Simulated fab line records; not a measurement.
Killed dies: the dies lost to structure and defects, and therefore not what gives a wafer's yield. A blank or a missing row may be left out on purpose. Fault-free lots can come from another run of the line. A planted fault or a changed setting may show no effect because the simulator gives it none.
Which tool is to blame? | flow nandHarc | 72 wafers from 24 lots sampled at 4 of the route's 1302 steps

WHAT THE GAUGES SHOWED, per wafer
NHARC_P_M1_INSPECT_11.
lot  | measured     | on               | rawDefectCount
L074 | day 6 08:14  | defectInspect-02 | 5 6 6
L075 | day 6 19:12  | defectInspect-01 | 1 5 5
L076 | day 6 21:49  | defectInspect-02 | 2 0 4
L077 | day 7 20:06  | defectInspect-02 | 4 2 3
L078 | day 7 21:22  | defectInspect-01 | 8 8 4
L079 | day 8 08:43  | defectInspect-02 | 6 5 7
L080 | day 8 14:04  | defectInspect-01 | 3 5 11
L081 | day 9 06:11  | defectInspect-02 | 6 7 10
L082 | day 9 13:01  | defectInspect-01 | 2 2 3
L083 | day 10 06:46 | defectInspect-01 | 1 0 5
L084 | day 10 05:55 | defectInspect-01 | 3 2 5
L085 | day 10 17:58 | defectInspect-01 | 5 9 9
L086 | day 11 03:59 | defectInspect-02 | 4 4 3
L087 | day 12 08:15 | defectInspect-02 | 1 8 2
L088 | day 12 08:37 | defectInspect-02 | 6 4 2
L089 | day 12 10:18 | defectInspect-02 | 6 3 6
L090 | day 12 20:53 | defectInspect-01 | 2 2 0
L091 | day 13 09:17 | defectInspect-02 | 1 1 1
L092 | day 13 14:19 | defectInspect-02 | 6 5 5
L093 | day 14 01:05 | defectInspect-01 | 0 1 4
L094 | day 14 06:06 | defectInspect-02 | 3 1 0
L095 | day 15 00:40 | defectInspect-02 | 7 6 12
L096 | day 15 08:26 | defectInspect-02 | 4 3 2
L097 | day 15 17:37 | defectInspect-01 | 7 4 7

WHAT TOOL EACH LOT RAN ON (gives the tool, then ch and the chambers of the sampled wafers, and finally the start)
lot  | NHARC_P_STI_ETCH_15             | NHARC_P_STI_CMP_21            | NHARC_P_CONTACT_PVD_32
L074 | rieSi-01 ch 0,2, day 2 20:07    | cmp-04 ch 0,2,3, day 3 18:12  | pvdSputter-03, day 6 08:14 or earlier
L075 | rieSi-06 ch 0,1,3, day 3 07:02  | cmp-04 ch 0,1,2, day 4 01:25  | pvdSputter-01, day 6 19:12 or earlier
L076 | rieSi-06 ch 2,3, day 3 15:08    | cmp-01 ch 0,1,3, day 4 09:39  | pvdSputter-03, day 6 21:49 or earlier
L077 | rieSi-04 ch 0,2,3, day 4 03:38  | cmp-02 ch 0,2,3, day 5 00:17  | pvdSputter-03, day 7 20:06 or earlier
L078 | rieSi-06 ch 0,1,2, day 4 12:50  | cmp-02 ch 0,2, day 5 07:36    | pvdSputter-02, day 7 21:22 or earlier
L079 | rieSi-04 ch 0,3, day 4 22:59    | cmp-02 ch 0,2,3, day 5 16:23  | pvdSputter-01, day 8 08:43 or earlier
L080 | rieSi-06 ch 0,2,3, day 5 09:04  | cmp-01 ch 0,3, day 6 03:22    | pvdSputter-01, day 8 14:04 or earlier
L081 | rieSi-04 ch 0,1,2, day 5 20:53  | cmp-02 ch 0,3, day 6 16:04    | pvdSputter-03, day 9 06:11 or earlier
L082 | rieSi-04 ch 0,3, day 6 03:49    | cmp-04 ch 0,1,2, day 6 23:37  | pvdSputter-01, day 9 13:01 or earlier
L083 | rieSi-06 ch 0,2,3, day 6 17:15  | cmp-01 ch 0,1,2, day 7 16:14  | pvdSputter-02, day 10 06:46 or earlier
L084 | rieSi-06 ch 0,1,3, day 6 23:59  | cmp-04 ch 0,2, day 7 20:35    | pvdSputter-01, day 10 05:55 or earlier
L085 | rieSi-06 ch 0,2, day 7 10:52    | cmp-02 ch 0,1,2, day 8 04:07  | pvdSputter-03, day 10 17:58 or earlier
L086 | rieSi-06 ch 1,2, day 7 19:29    | cmp-04 ch 0,1,3, day 8 14:40  | pvdSputter-02, day 11 03:59 or earlier
L087 | rieSi-06 ch 0,1,3, day 8 07:19  | cmp-04 ch 1,2,3, day 9 16:11  | pvdSputter-01, day 12 08:15 or earlier
L088 | rieSi-01 ch 0,1,3, day 8 15:26  | cmp-02 ch 0,2,3, day 9 16:09  | pvdSputter-03, day 12 08:37 or earlier
L089 | rieSi-04 ch 0,1,2, day 9 01:38  | cmp-01 ch 0,2,3, day 9 16:09  | pvdSputter-01, day 12 10:18 or earlier
L090 | rieSi-01 ch 0,3, day 9 10:48    | cmp-04 ch 0,1, day 10 03:42   | pvdSputter-03, day 12 20:53 or earlier
L091 | rieSi-04 ch 0,3, day 10 00:44   | cmp-02 ch 0,2,3, day 10 17:47 | pvdSputter-03, day 13 09:17 or earlier
L092 | rieSi-01 ch 0,2, day 10 07:12   | cmp-02 ch 0,1, day 11 01:34   | pvdSputter-01, day 13 14:19 or earlier
L093 | rieSi-06 ch 0,1,3, day 10 17:38 | cmp-01 ch 0,1,2, day 11 13:32 | pvdSputter-01, day 14 01:05 or earlier
L094 | rieSi-04 ch 2,3, day 11 03:01   | cmp-04 ch 0,2,3, day 11 20:02 | pvdSputter-03, day 14 06:06 or earlier
L095 | rieSi-04 ch 0,2,3, day 11 15:01 | cmp-02 ch 0,2,3, day 12 10:35 | pvdSputter-03, day 15 00:40 or earlier
L096 | rieSi-04 ch 0,2, day 11 23:17   | cmp-02 ch 2,3, day 12 17:43   | pvdSputter-02, day 15 08:26 or earlier
L097 | rieSi-06 ch 0,3, day 12 09:34   | cmp-02 ch 0,1,3, day 13 05:02 | pvdSputter-01, day 15 17:37 or earlier
- NHARC_P_STI_ETCH_15: etches the open film in HBr/Cl2, target depth 300 nm, time 100.1 s.
- NHARC_P_STI_CMP_21: polishes, t overpolish 20 s, target thk 380.67 nm.
- NHARC_P_CONTACT_PVD_32: deposits Ti, target thk 5 nm, time 17.7 s.

WHAT THE TOOLS THEMSELVES READ (means of the sampled wafers that have a number; where no wafer has one, the mark that the record gives instead)
NHARC_P_STI_ETCH_15.
lot  | tool     | drypumpMotorCurrentA (A) | mfcCl2Sccm (sccm) | oesProductAu (a.u.) | throttleValvePct (%)
L074 | rieSi-01 | 5.9                      | 49.89             | 1.008               | 26.402
L075 | rieSi-06 | 5.3                      | 49.97             | 0.985               | 26.412
L076 | rieSi-06 | 6.0                      | 49.80             | 0.992               | 26.401
L077 | rieSi-04 | 5.3                      | 50.12             | 0.990               | 26.408
L078 | rieSi-06 | 5.4                      | 49.92             | 0.996               | 26.409
L079 | rieSi-04 | 5.5                      | 50.01             | 0.998               | 26.394
L080 | rieSi-06 | 5.7                      | 50.09             | 1.001               | 26.409
L081 | rieSi-04 | 5.4                      | 50.06             | 1.003               | 26.403
L082 | rieSi-04 | 5.4                      | 49.96             | 1.002               | 26.400
L083 | rieSi-06 | 5.7                      | 50.04             | 0.998               | 26.398
L084 | rieSi-06 | 5.3                      | 49.92             | 1.007               | 26.409
L085 | rieSi-06 | 5.5                      | 50.10             | 0.998               | 26.409
L086 | rieSi-06 | 5.3                      | 50.16             | 0.983               | 26.408
L087 | rieSi-06 | 5.3                      | 49.93             | 0.992               | 26.410
L088 | rieSi-01 | 5.7                      | 50.00             | 1.013               | 26.403
L089 | rieSi-04 | 5.4                      | 49.88             | 1.001               | 26.394
L090 | rieSi-01 | 5.7                      | 49.94             | 0.998               | 26.408
L091 | rieSi-04 | 5.5                      | 50.05             | 0.997               | 26.404
L092 | rieSi-01 | 5.9                      | 49.98             | 1.002               | 26.410
L093 | rieSi-06 | 5.3                      | 50.09             | 0.995               | 26.414
L094 | rieSi-04 | 5.1                      | 50.08             | 1.001               | 26.413
L095 | rieSi-04 | 5.3                      | 50.11             | 1.007               | 26.406
L096 | rieSi-04 | 5.5                      | 49.82             | 1.008               | 26.402
L097 | rieSi-06 | 5.4                      | 49.94             | 1.003               | 26.402

NHARC_P_STI_CMP_21.
lot  | tool   | motorCurrentA (A) | overpolishRunS (s) | slurryFilterDpKPa (kPa) | slurryFlowMlMin
L074 | cmp-04 | 12.1              | 20.005             | 13.53                   | 150.0
L075 | cmp-04 | 10.6              | 20.005             | 13.51                   | 150.4
L076 | cmp-01 | 12.0              | 20.008             | 13.60                   | 150.3
L077 | cmp-02 | 12.3              | 20.002             | 13.60                   | 150.1
L078 | cmp-02 | 12.5              | 19.998             | 13.49                   | 149.2
L079 | cmp-02 | 12.1              | 20.006             | 13.51                   | 149.8
L080 | cmp-01 | 11.8              | 20.001             | 13.57                   | 149.9
L081 | cmp-02 | 13.0              | 19.996             | 13.56                   | 149.5
L082 | cmp-04 | 10.8              | 20.009             | 13.55                   | 150.0
L083 | cmp-01 | 12.0              | 20.009             | 13.54                   | 150.2
L084 | cmp-04 | 10.3              | 20.002             | 13.54                   | 150.4
L085 | cmp-02 | 12.6              | 20.004             | 13.52                   | 149.8
L086 | cmp-04 | 12.1              | 20.009             | 13.51                   | 150.2
L087 | cmp-04 | 11.5              | 19.999             | 13.49                   | 150.5
L088 | cmp-02 | 12.1              | 19.990             | 13.52                   | 150.3
L089 | cmp-01 | 11.6              | 19.998             | 13.50                   | 149.5
L090 | cmp-04 | 11.4              | 20.002             | 13.60                   | 149.4
L091 | cmp-02 | 12.4              | 19.997             | 13.55                   | 150.1
L092 | cmp-02 | 12.7              | 19.998             | 13.59                   | 150.0
L093 | cmp-01 | 11.7              | 19.996             | 13.39                   | 150.0
L094 | cmp-04 | 11.5              | 19.994             | 13.49                   | 149.8
L095 | cmp-02 | 11.9              | 19.997             | 13.56                   | 150.0
L096 | cmp-02 | 11.5              | 19.992             | 13.52                   | 150.5
L097 | cmp-02 | 12.7              | 20.004             | 13.62                   | 150.2

NHARC_P_CONTACT_PVD_32.
lot  | tool          | throttleValvePct (%)
L074 | pvdSputter-03 | 29.2
L075 | pvdSputter-01 | 29.5
L076 | pvdSputter-03 | 30.1
L077 | pvdSputter-03 | 30.1
L078 | pvdSputter-02 | 29.7
L079 | pvdSputter-01 | 29.5
L080 | pvdSputter-01 | 30.1
L081 | pvdSputter-03 | 30.4
L082 | pvdSputter-01 | 30.0
L083 | pvdSputter-02 | 29.7
L084 | pvdSputter-01 | 29.0
L085 | pvdSputter-03 | 29.0
L086 | pvdSputter-02 | 29.8
L087 | pvdSputter-01 | 29.5
L088 | pvdSputter-03 | 28.7
L089 | pvdSputter-01 | 29.1
L090 | pvdSputter-03 | 29.5
L091 | pvdSputter-03 | 28.9
L092 | pvdSputter-01 | 29.1
L093 | pvdSputter-01 | 29.3
L094 | pvdSputter-03 | 29.7
L095 | pvdSputter-03 | 29.6
L096 | pvdSputter-02 | 29.7
L097 | pvdSputter-01 | 28.9

THE ANSWER, worked out from the rows above alone
Rule: what is usual is taken from the lots themselves. Put in order of their means at a reading, lots are off if they are a third of the lots or fewer, leave a main group of 4 or more, and stand apart from it by a gap of 3 or more times the standard deviation of the main group's means; of several such gaps the widest counts. Not used: any main group whose means are identical at the precision the tables above print for the reading. Also off: a lot with no number at a reading for which 4 or more lots have one. The other lots that the step has rows for count as sound. After the gauges, taken in route order, come the tools' own readings; for these a lot's mean is taken, as printed above. The first step at which some lot is off is used, and at that step the reading that is off furthest; a lot without a number counts as furthest.
No lot is off on any of the readings shown, so nothing can be concluded from this.

WHAT HAD BEEN PUT IN BY THE SIMULATOR
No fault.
